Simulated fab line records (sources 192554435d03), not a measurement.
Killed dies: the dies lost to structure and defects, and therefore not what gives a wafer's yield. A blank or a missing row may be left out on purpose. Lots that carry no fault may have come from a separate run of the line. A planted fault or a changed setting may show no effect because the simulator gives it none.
fab line records | flow n5_finfet
record: lots: 5 | wafers: 15 | last_day: 16
route steps=1938 shown MOL_CONTACT_COAG@588
lots that met no fault: from a run of the same line without faults
start_h: hours from the record's first day to the start of the lot's first wafer shown | wait_h: hours since the lot's step before | " repeats the value in the row above | L1.1+2: one row covering several wafers at once | - either no value or no given start | * or withheld: withheld | < > ~ a bound
route shown NAME@n: names a module that has steps shown in the file, with the first one's number in the route | usual: mean/standard deviation taken from wafers without a fault | same: alike in all rows | chamber/n: place in a boat | sites: each site's reading | _std_site: their standard deviation | _edge_site: inner sites' mean taken away from outer sites' mean | radius_mm: for every site, how far away it sits from the centre of the wafer | mask NAME#n: copy n | behind: the tool/chamber that last shaped the wafer | hold: cause of the lot's hold/its duration in hours/its outcome | device: which transistor (n, p or np) failed to switch | end of line: the same wafers' tests at the end of the route | where a step has no rows: the recipe by itself | killed: at the first sort, the dies lost to defects and structure; wafer yield is something else | map: a wafer's dies, marking killed ones x, the rest . and places with no die _
set.NAME: the run value of the setting; set.NAME@STEP: its run value at that earlier step | model.NAME: the simulator's own value behind a step, which no gauge read
certain route steps with their lots: each step a table, each wafer a row
services: a tool's chamber out of use, with start hour (start_h, from the record's first day; less than 0 if before it), hours out, and reason
== steps ==
step: N5_MOL_CONTACT_COAG_ETCH_47
recipe: chemistry: CH3F/O2 | target: SiNx | target_depth_a: 270 | mask_material: SiO2 | stop_on: W | over_etch_frac: 0.2 | ion_energy_ev: 120 | endpoint: OES-CN | pressure_mtorr: 30 | source_w: 395 | bias_w: 73 | Ar_flow_sccm: 150 | CH3F_flow_sccm: 30 | O2_flow_sccm: 20 | ends: end_point
usual: drypump_motor_current_A: 5.7/0.47 | etch_rf_on_time_s: 31.2/0.45 | oes_product_au: 0.66/0.055 | rf_vpp_V: 297.0/2.1 | showerhead_plenum_p_Torr: 1.97/0.031 | throttle_valve_pct: 16.44/0.24
same: over_etch_frac: 0.2
lot.wafer | tool        | chamber | start_h | wait_h | drypump_motor_current_A | etch_rf_on_time_s | oes_product_au | rf_hours_counter_h | rf_vpp_V | showerhead_plenum_p_Torr | throttle_valve_pct
L081.1    | rie_diel-05 | 3       | 147.80  | 0.0    | 5.7                     | 31.7              | 0.64           | 202                | 296.6    | 1.98                     | 16.76
L081.2    | "           | 2       | "       | "      | 5.1                     | 31.4              | 0.65           | 162                | 298.2    | 1.91                     | 16.41
L081.4    | "           | 1       | "       | "      | 6.0                     | 31.4              | 0.63           | -                  | 300.7    | 1.97                     | 16.45
L082.2    | rie_diel-05 | 3       | 149.15  | 0.0    | 5.8                     | 31.3              | 0.64           | 203                | 296.6    | 1.98                     | 16.76
L082.4    | "           | 1       | "       | "      | 6.0                     | 30.9              | 0.63           | -                  | 299.8    | 1.97                     | 16.45
L082.6    | "           | 3       | "       | "      | 5.8                     | 31.2              | 0.64           | -                  | 295.2    | 1.98                     | 16.76
L089.1    | rie_diel-05 | 3       | 201.34  | 0.0    | 5.7                     | 31.5              | 0.62           | 224                | 297.3    | 1.97                     | 16.81
L089.4    | "           | 0       | "       | "      | 5.0                     | 31.8              | 0.59           | -                  | 294.7    | 1.97                     | 16.38
L089.5    | "           | 2       | "       | "      | 5.1                     | 31.4              | 0.63           | -                  | 296.7    | 1.90                     | 16.46
L091.2    | rie_diel-05 | 2       | 203.07  | 0.0    | 5.1                     | 30.8              | 0.64           | 186                | 297.2    | 1.90                     | 16.46
L091.3    | "           | 3       | "       | "      | 5.7                     | 31.3              | 0.62           | 225                | 296.5    | 1.97                     | 16.80
L091.5    | "           | 0       | "       | "      | 5.1                     | 31.6              | 0.60           | -                  | 294.0    | 1.97                     | 16.37
L092.1    | rie_diel-02 | 1       | 208.72  | 0.0    | 6.1                     | 31.0              | 0.64           | 173                | 299.3    | 2.00                     | 16.24
L092.2    | "           | 3       | "       | "      | 6.1                     | 30.8              | 0.69           | 127                | 297.1    | 2.01                     | 16.28
L092.5    | "           | 0       | "       | "      | 5.6                     | 30.6              | 0.69           | -                  | 296.8    | 1.93                     | 16.38
step: N5_MOL_CONTACT_COAG_STRIP_119
recipe: chemistry: N2/H2 | time_s: 30 | power_w: 1000 | temp_c: 250 | pressure_mtorr: withheld | n2_flow_sccm: 1750 | h2_flow_sccm: 3250
usual: drypump_motor_current_A: 5.7/0.41 | heater_power_w: 335/36 | temp_c: 249.96/0.19
lot.wafer | tool            | chamber | start_h | wait_h | drypump_motor_current_A | heater_power_w | rf_hours_counter_h | temp_c
L081.1    | plasma_asher-01 | 0       | 147.88  | 0.1    | 6.3                     | 329            | 95                 | 250.17
L081.2    | "               | 1       | "       | "      | 5.6                     | 378            | 95                 | 250.03
L081.4    | "               | 1       | "       | "      | 5.6                     | 396            | -                  | 250.13
L082.2    | plasma_asher-01 | 1       | 149.23  | 0.1    | 5.6                     | 380            | 95                 | 250.13
L082.4    | "               | 1       | "       | "      | 5.6                     | 386            | -                  | 250.25
L082.6    | "               | 0       | "       | "      | 6.3                     | 317            | -                  | 249.81
L089.1    | plasma_asher-01 | 0       | 201.42  | 0.1    | 6.3                     | 322            | 106                | 249.77
L089.4    | "               | 0       | "       | "      | 6.3                     | 323            | -                  | 250.35
L089.5    | "               | 1       | "       | "      | 5.6                     | 378            | -                  | 250.07
L091.2    | plasma_asher-01 | 0       | 203.15  | 0.1    | 6.3                     | 323            | 106                | 249.89
L091.3    | "               | 1       | "       | "      | 5.6                     | 387            | -                  | 250.25
L091.5    | "               | 1       | "       | "      | 5.6                     | 388            | -                  | 249.93
L092.1    | plasma_asher-01 | 0       | 208.80  | 0.1    | 6.3                     | 329            | 107                | 250.26
L092.2    | "               | 1       | "       | "      | 5.6                     | 396            | 107                | 250.05
L092.5    | "               | 1       | "       | "      | 5.6                     | 394            | -                  | 250.14
step: N5_MOL_CONTACT_COAG_PRECLEAN_144
recipe: chemistry: alkaline_clean | temp_c: 60 | time_s: 60 | do_ppb: 50
usual: temp_c: 60.01/0.11
lot.wafer | tool         | chamber | start_h | wait_h | temp_c
L081.1    | wet_bench-04 | 6       | 147.97  | 0.1    | 60.11
L081.2    | "            | 7       | "       | "      | 60.00
L081.4    | "            | 2       | "       | "      | 59.85
L082.2    | wet_bench-06 | 6       | 149.31  | 0.1    | 59.83
L082.4    | "            | 3       | "       | "      | 60.00
L082.6    | "            | 5       | "       | "      | 60.10
L089.1    | wet_bench-06 | 7       | 201.51  | 0.1    | 59.74
L089.4    | "            | 0       | "       | "      | 60.19
L089.5    | "            | 4       | "       | "      | 60.00
L091.2    | wet_bench-06 | 3       | 203.24  | 0.1    | 60.10
L091.3    | "            | 5       | "       | "      | 60.11
L091.5    | "            | 4       | "       | "      | 60.03
L092.1    | wet_bench-06 | 4       | 208.89  | 0.1    | 60.02
L092.2    | "            | 7       | "       | "      | 59.98
L092.5    | "            | 6       | "       | "      | 60.03
step: N5_MOL_CONTACT_COAG_SRD_145
recipe: dry: ipa_marangoni | time_s: 30 | temp_c: 23 | rinse_liquid: diw
usual: do_supply_ppb: 9.98/0.1 | temp_c: 23.01/0.12
lot.wafer | tool         | chamber | start_h | wait_h | do_supply_ppb | temp_c
L081.1    | wet_bench-04 | 6       | 147.99  | 0.0    | 9.82          | 23.14
L081.2    | "            | 7       | "       | "      | 9.83          | 22.98
L081.4    | "            | 2       | "       | "      | 9.84          | 23.11
L082.2    | wet_bench-06 | 6       | 149.33  | 0.0    | 9.83          | 23.17
L082.4    | "            | 3       | "       | "      | 10.20         | 23.09
L082.6    | "            | 5       | "       | "      | 9.78          | 22.94
L089.1    | wet_bench-06 | 7       | 201.53  | 0.0    | 9.89          | 22.99
L089.4    | "            | 0       | "       | "      | 9.84          | 22.99
L089.5    | "            | 4       | "       | "      | 10.01         | 22.92
L091.2    | wet_bench-06 | 3       | 203.26  | 0.0    | 9.97          | 23.02
L091.3    | "            | 5       | "       | "      | 9.94          | 22.79
L091.5    | "            | 4       | "       | "      | 10.16         | 23.11
L092.1    | wet_bench-06 | 4       | 208.91  | 0.0    | 10.05         | 22.69
L092.2    | "            | 7       | "       | "      | 9.90          | 23.12
L092.5    | "            | 6       | "       | "      | 10.01         | 22.88
step: N5_MOL_CONTACT_COAG_CD_MEAS_137
recipe: target_cd_nm: 16
usual: cd_nm: 15.9/0.34
lot.wafer | tool      | chamber | start_h | wait_h | cd_nm
L081.1    | cd_sem-02 | -       | 148.03  | 0.0    | 15.8
L081.2    | "         | -       | "       | "      | 16.2
L081.4    | "         | -       | "       | "      | 16.2
L082.2    | cd_sem-01 | -       | 149.38  | 0.0    | 16.3
L082.4    | "         | -       | "       | "      | 15.4
L082.6    | "         | -       | "       | "      | 15.6
L089.1    | cd_sem-01 | -       | 201.57  | 0.0    | 15.8
L089.4    | "         | -       | "       | "      | 15.9
L089.5    | "         | -       | "       | "      | 15.8
L091.2    | cd_sem-02 | -       | 203.30  | 0.0    | 15.6
L091.3    | "         | -       | "       | "      | 15.6
L091.5    | "         | -       | "       | "      | 15.7
L092.1    | cd_sem-02 | -       | 208.95  | 0.0    | 15.7
L092.2    | "         | -       | "       | "      | 15.6
L092.5    | "         | -       | "       | "      | 15.8
step: N5_MOL_CONTACT_COAG_COAT_62
recipe: resist: SOC | temp_c: 250 | time_s: 60 | spin_rpm: 1500 | resist_thk_nm: 60
lot.wafer  | tool           | chamber | start_h | wait_h
L081.1+2+4 | litho_track-01 | 0       | 148.06  | 0.0
L082.2+4+6 | litho_track-05 | 0       | 150.83  | 1.4
L089.1+4+5 | litho_track-03 | 0       | 201.61  | 0.0
L091.2+3+5 | litho_track-01 | 0       | 203.34  | 0.0
L092.1+2+5 | litho_track-03 | 0       | 208.98  | 0.0
step: N5_MOL_CONTACT_COAG_COAT_63
recipe: resist: SiARC | temp_c: 220 | time_s: 60 | spin_rpm: 1500 | resist_thk_nm: 10
lot.wafer  | tool           | chamber | start_h | wait_h
L081.1+2+4 | litho_track-01 | 0       | -       | -
L082.2+4+6 | litho_track-05 | 0       | -       | -
L089.1+4+5 | litho_track-03 | 0       | -       | -
L091.2+3+5 | litho_track-01 | 0       | -       | -
L092.1+2+5 | litho_track-03 | 0       | -       | -
step: N5_MOL_CONTACT_COAG_COAT_64
recipe: resist: underlayer | temp_c: 205 | time_s: 60 | spin_rpm: 1500 | resist_thk_nm: 10
lot.wafer  | tool           | chamber | start_h | wait_h
L081.1+2+4 | litho_track-01 | 0       | -       | -
L082.2+4+6 | litho_track-05 | 0       | -       | -
L089.1+4+5 | litho_track-03 | 0       | -       | -
L091.2+3+5 | litho_track-01 | 0       | -       | -
L092.1+2+5 | litho_track-03 | 0       | -       | -
step: N5_MOL_CONTACT_COAG_COAT_34
recipe: resist: CAR-EUV | spin_rpm: 1500 | resist_thk_nm: 40
lot.wafer  | tool           | chamber | start_h | wait_h
L081.1+2+4 | litho_track-01 | 0       | -       | -
L082.2+4+6 | litho_track-05 | 0       | -       | -
L089.1+4+5 | litho_track-03 | 0       | -       | -
L091.2+3+5 | litho_track-01 | 0       | -       | -
L092.1+2+5 | litho_track-03 | 0       | -       | -
step: N5_MOL_CONTACT_COAG_EBR_36
recipe: solvent: PGMEA | ebr_width_mm: 1.5
lot.wafer  | tool           | chamber | start_h | wait_h
L081.1+2+4 | litho_track-01 | 0       | -       | -
L082.2+4+6 | litho_track-05 | 0       | -       | -
L089.1+4+5 | litho_track-03 | 0       | -       | -
L091.2+3+5 | litho_track-01 | 0       | -       | -
L092.1+2+5 | litho_track-03 | 0       | -       | -
step: N5_MOL_CONTACT_COAG_SOFTBAKE_35
recipe: temp_c: 110 | time_s: 60 | resist: CAR-EUV
lot.wafer  | tool           | chamber | start_h | wait_h
L081.1+2+4 | litho_track-01 | 0       | -       | -
L082.2+4+6 | litho_track-05 | 0       | -       | -
L089.1+4+5 | litho_track-03 | 0       | -       | -
L091.2+3+5 | litho_track-01 | 0       | -       | -
L092.1+2+5 | litho_track-03 | 0       | -       | -
step: N5_MOL_CONTACT_COAG_EXPOSE_37
recipe: mask_id: VD | na: 0.33 | source_shape: annular | sigma_inner: 0.3 | sigma_outer: 0.7 | polarization: unpolarized | defocus_nm: 0 | dose_mj: 62
usual: reticle_temp_C: 22.99/0.1
lot.wafer | tool           | chamber | start_h | wait_h | mask | reticle_temp_C
L081.1    | euv_scanner-01 | 0       | 148.28  | -      | VD#0 | 23.05
L081.2    | "              | 0       | "       | "      | VD#0 | 22.98
L081.4    | "              | 0       | "       | "      | VD#0 | 23.12
L082.2    | euv_scanner-02 | 0       | 152.08  | -      | VD#0 | 22.96
L082.4    | "              | 0       | "       | "      | VD#0 | 23.00
L082.6    | "              | 0       | "       | "      | VD#0 | 22.88
L089.1    | euv_scanner-02 | 0       | 201.87  | -      | VD#0 | 23.15
L089.4    | "              | 0       | "       | "      | VD#0 | 23.06
L089.5    | "              | 0       | "       | "      | VD#0 | 23.17
L091.2    | euv_scanner-01 | 0       | 203.61  | -      | VD#0 | 23.03
L091.3    | "              | 0       | "       | "      | VD#0 | 23.07
L091.5    | "              | 0       | "       | "      | VD#0 | 22.97
L092.1    | euv_scanner-02 | 0       | 209.24  | -      | VD#0 | 23.03
L092.2    | "              | 0       | "       | "      | VD#0 | 23.02
L092.5    | "              | 0       | "       | "      | VD#0 | 23.08
== services ==
tool            | chamber | start_h | hours | kind
plasma_asher-01 | -       | 130.10  | 3.4   | repair
euv_scanner-02  | -       | 139.85  | 12.0  | pm
euv_scanner-01  | -       | 140.93  | 5.8   | repair
rie_diel-05     | 0       | 141.50  | 9.7   | repair
euv_scanner-01  | -       | 149.33  | 0.3   | repair
euv_scanner-01  | -       | 154.28  | 1.0   | pm
euv_scanner-02  | -       | 161.11  | 0.4   | repair
rie_diel-05     | 1       | 163.92  | 15.8  | repair
euv_scanner-02  | -       | 166.95  | 1.0   | repair
plasma_asher-01 | -       | 167.18  | 2.8   | pm
euv_scanner-02  | -       | 173.37  | 1.0   | pm
euv_scanner-02  | -       | 181.48  | 2.6   | repair
rie_diel-05     | 1       | 184.07  | -     | clean
rie_diel-05     | 1       | 184.07  | -     | consumable_replace:focus_ring
rie_diel-05     | 1       | 184.07  | 21.9  | scheduled_down
rie_diel-05     | 1       | 184.07  | 21.9  | vent_cycle
euv_scanner-02  | -       | 190.54  | 5.8   | pm
== key ==
fault none
